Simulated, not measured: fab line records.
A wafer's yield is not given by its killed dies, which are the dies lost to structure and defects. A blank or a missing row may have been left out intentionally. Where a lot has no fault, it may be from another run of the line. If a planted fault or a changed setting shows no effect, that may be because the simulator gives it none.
Which tool was responsible? | flow nand harc | Sampling: 12 lots, 36 wafers, 5 of 1302 route steps

WHAT THE GAUGES SHOWED, per wafer
NHARC_THIN_TSV_CD_MEAS_33: the cd target is 5000 nm. Usual: cd nm reads 4999.2 nm (standard deviation 1.8).
lot  | measured     | on        | cd nm (nm)           | flag
L159 | day 25 02:30 | cd sem-01 | 5001.4 5000.5 5001.5 |
L161 | day 25 12:25 | cd sem-02 | 4999.1 4997.9 4998.2 |
L163 | day 26 13:17 | cd sem-01 | 4996.7 4996.8 4999.7 |
L165 | day 27 15:32 | cd sem-03 | 5003.3 5000.4 5000.7 |
L166 | day 27 17:08 | cd sem-02 | 5001.8 5002.1 4999.3 |
L168 | day 28 11:08 | cd sem-03 | 4997.6 4999.9 5000.1 |
L173 | day 30 15:35 | cd sem-03 | 5002.6 5002.9 5000.1 |
L172 | day 30 16:46 | cd sem-02 | 4998.3 4998.3 4996.3 |
L175 | day 31 12:17 | cd sem-03 | 4997.6 4998.1 5000.5 |
L180 | day 33 16:56 | cd sem-02 | 5000.7 5001.1 5000.7 |
L177 | day 33 17:59 | cd sem-03 | 5001.7 5000.1 4999.2 |
L179 | day 34 05:01 | cd sem-02 | 5000.5 4998.7 4998.8 |

NHARC_THIN_TSV_INSPECT_40. Usual: raw defect count reads 582 (standard deviation 100).
lot  | measured     | on                | raw defect count | flag
L159 | day 25 06:10 | defect inspect-02 | 746 591 549      |
L161 | day 25 18:20 | defect inspect-02 | 678 699 614      |
L163 | day 26 19:13 | defect inspect-02 | 494 707 608      |
L165 | day 27 20:02 | defect inspect-01 | 534 452 502      |
L166 | day 27 23:31 | defect inspect-01 | 660 542 520      |
L168 | day 28 18:41 | defect inspect-02 | 520 504 511      |
L173 | day 30 21:42 | defect inspect-01 | 573 615 484      |
L172 | day 30 21:42 | defect inspect-02 | 565 610 715      |
L175 | day 31 18:19 | defect inspect-02 | 680 943 799      |
L180 | day 34 10:59 | defect inspect-02 | 513 516 497      |
L177 | day 34 10:59 | defect inspect-02 | 512 464 491      |
L179 | day 34 10:59 | defect inspect-01 | 640 553 605      |

NHARC_END_SORT_01. Usual: defect limited yield 91.5 %, standard deviation 2.4; killed at array 52, standard deviation 17; killed at other 0.9, standard deviation 1.2; killed at periphery 3.9, standard deviation 2.7; killed dies 57, standard deviation 16; killed open 3.3, standard deviation 1.9; killed short 2.5, standard deviation 1.5; sort_bin_2_pct 3.0 %, standard deviation 1.2; sort_bin_3_pct 0.6 %, standard deviation 0.34; sort_bin_4_pct 4.8 %, standard deviation 1.3; sort n pass 620, standard deviation 16; sort rim yield pct 89 %, standard deviation 4.3; sort yield pct 91.5 %, standard deviation 2.4.
lot  | measured     | on        | defect limited yield (%) | killed at array | killed at other | killed at periphery | killed dies | killed open | killed short | sort_bin_2_pct (%) | sort_bin_3_pct (%) | sort_bin_4_pct (%) | sort n pass | sort rim yield pct (%) | sort yield pct (%) | flag
L161 | day 25 22:12 | prober-01 | 92.6 89.5 89.5           | 50 66 68        | 0 0 2           | 0 5 1               | 50 71 71    | 2 4 2       | 1 6 4        | 3.0 3.8 4.7        | 0.3 1.0 0.3        | 4.1 5.6 5.5        | 627 606 606 | 94 92 84               | 92.6 89.5 89.5     |
L165 | day 27 23:51 | prober-02 | 93.9 95.6 93.1           | 40 27 44        | 0 0 1           | 1 3 2               | 41 30 47    | 1 2 2       | 2 3 3        | 1.9 1.8 2.2        | 0.3 0.1 0.3        | 3.8 2.5 4.4        | 636 647 630 | 88 89 89               | 93.9 95.6 93.1     |
L173 | day 31 00:43 | prober-01 | 92.9 91.0 93.8           | 42 54 39        | 2 1 0           | 4 6 3               | 48 61 42    | 3 6 3       | 5 2 0        | 1.9 3.7 1.9        | 0.6 0.6 0.1        | 4.6 4.7 4.1        | 629 616 635 | 87 85 91               | 92.9 91.0 93.8     |
L172 | day 31 01:38 | prober-02 | 93.9 91.4 94.8           | 38 49 31        | 1 0 1           | 2 9 3               | 41 58 35    | 3 4 5       | 2 0 2        | 2.1 3.1 1.6        | 0.7 0.1 0.7        | 3.2 5.3 2.8        | 636 619 642 | 91 85 90               | 93.9 91.4 94.8     |
L177 | day 34 14:02 | prober-02 | 92.9 92.8 93.2           | 42 44 40        | 0 0 0           | 6 5 6               | 48 49 46    | 1 1 3       | 3 2 1        | 2.1 2.2 2.4        | 0.7 0.6 0.4        | 4.3 4.4 4.0        | 629 628 631 | 90 88 91               | 92.9 92.8 93.2     |

WHICH TOOL RAN EACH LOT (tool, then ch and the chambers of the sampled wafers, then the start)
lot  | NHARC_THIN_TSV_ETCH_59            | NHARC_THIN_TSV_ETCH_36
L159 | rie metal-02 ch 0,1, day 25 02:47 | rie metal-02 ch 0,1, day 25 03:02
L161 | rie metal-02 ch 0, day 25 12:41   | rie metal-02 ch 0,1, day 25 12:58
L163 | rie metal-02 ch 0,1, day 26 13:38 | rie metal-02 ch 0,1, day 26 13:50
L165 | rie metal-03 ch 0,1, day 27 15:51 | rie metal-03 ch 0,1, day 27 16:04
L166 | rie metal-02 ch 0, day 27 17:28   | rie metal-02 ch 0,1, day 27 17:41
L168 | rie metal-03 ch 1, day 28 11:28   | rie metal-03 ch 1, day 28 11:41
L173 | rie metal-02 ch 0,1, day 30 15:54 | rie metal-02 ch 0,1, day 30 16:10
L172 | rie metal-03 ch 0,1, day 30 17:05 | rie metal-03 ch 0,1, day 30 17:19
L175 | rie metal-02 ch 0,1, day 31 12:34 | rie metal-02 ch 0,1, day 31 12:50
L180 | rie metal-03 ch 0,1, day 33 17:13 | rie metal-03 ch 0,1, day 33 17:29
L177 | rie metal-03 ch 0,1, day 33 18:16 | rie metal-03 ch 0,1, day 33 18:32
L179 | rie metal-02 ch 0,1, day 34 05:19 | rie metal-02 ch 0,1, day 34 05:34
- NHARC_THIN_TSV_ETCH_59: etches the open film in Cl2/BCl3, target depth 880 nm, time 138.1 s.
- NHARC_THIN_TSV_ETCH_36: etches the open film in Cl2/BCl3, target depth 65 nm, time 18.571 s.

AS READ BY THE TOOLS THEMSELVES (means over the sampled wafers that have a number; for cases with no such wafer, the mark the record gives instead)
NHARC_THIN_TSV_ETCH_59. Usual: drypump motor current A 5.6 A, standard deviation 0.6; oes product au 0.997 a.u., standard deviation 0.0085; run length s 159.21 s, standard deviation 0.28; throttle valve pct 22.265 %, standard deviation 0.0098.
lot  | tool         | drypump motor current A (A) | oes product au (a.u.) | run length s (s) | throttle valve pct (%) | flag
L159 | rie metal-02 | 6.3                         | 0.997                 | 159.07           | 22.265                 |
L161 | rie metal-02 | 5.8                         | 0.995                 | 159.29           | 22.274                 |
L163 | rie metal-02 | 6.1                         | 0.985                 | 159.57           | 22.265                 |
L165 | rie metal-03 | 5.5                         | 0.995                 | 159.15           | 22.261                 |
L166 | rie metal-02 | 5.8                         | 0.996                 | 159.31           | 22.263                 |
L168 | rie metal-03 | 5.8                         | 0.995                 | 159.25           | 22.255                 |
L173 | rie metal-02 | 6.3                         | 0.990                 | 159.21           | 22.263                 |
L172 | rie metal-03 | 5.2                         | 1.004                 | 159.18           | 22.259                 |
L175 | rie metal-02 | 6.1                         | 0.988                 | 159.24           | 22.275                 |
L180 | rie metal-03 | 5.2                         | 1.013                 | 159.10           | 22.264                 |
L177 | rie metal-03 | 5.5                         | 0.998                 | 159.34           | 22.262                 |
L179 | rie metal-02 | 6.0                         | 0.996                 | 159.22           | 22.258                 |

NHARC_THIN_TSV_ETCH_36. Usual: drypump motor current A 5.6 A, standard deviation 0.6; oes product au 0.997 a.u., standard deviation 0.0078; run length s 39.63 s, standard deviation 0.27.
lot  | tool         | drypump motor current A (A) | oes product au (a.u.) | run length s (s) | flag
L159 | rie metal-02 | 6.3                         | 1.001                 | 39.55            |
L161 | rie metal-02 | 6.3                         | 1.001                 | 39.60            |
L163 | rie metal-02 | 6.1                         | 0.995                 | 40.06            |
L165 | rie metal-03 | 5.2                         | 0.997                 | 39.76            |
L166 | rie metal-02 | 6.3                         | 0.996                 | 39.65            |
L168 | rie metal-03 | 5.8                         | 0.996                 | 39.55            |
L173 | rie metal-02 | 6.1                         | 0.999                 | 36.71            | OFF
L172 | rie metal-03 | 5.2                         | 0.998                 | 39.77            |
L175 | rie metal-02 | 6.3                         | 0.994                 | 37.93            | OFF
L180 | rie metal-03 | 5.5                         | 1.001                 | 39.72            |
L177 | rie metal-03 | 5.5                         | 0.999                 | 39.62            |
L179 | rie metal-02 | 6.0                         | 0.994                 | 39.59            |

THE ANSWER, worked out from the rows above alone
Rule: take the mean of a lot's wafers that have a number; if it is more than 3 standard deviations from the usual mean, the lot is off. A lot without any number at a reading at which 4 lots or more have one is off too. Where the step has rows for the other lots, those lots are counted as sound. After the gauges, taken in route order, come the tools' own readings; for these a lot's mean is taken, as printed above. At the first step where some lot is off, the reading lying furthest off is the one used; lots without a number count as furthest.
Off, at NHARC_THIN_TSV_ETCH_36 on run length s: L173, L175.
If a tool, at that step or one of the process steps before it, ran each lot that is off and ran no sound lot following the first of them, it fits. No candidate that was tried fits.

WHAT WAS PUT IN BY THE SIMULATOR
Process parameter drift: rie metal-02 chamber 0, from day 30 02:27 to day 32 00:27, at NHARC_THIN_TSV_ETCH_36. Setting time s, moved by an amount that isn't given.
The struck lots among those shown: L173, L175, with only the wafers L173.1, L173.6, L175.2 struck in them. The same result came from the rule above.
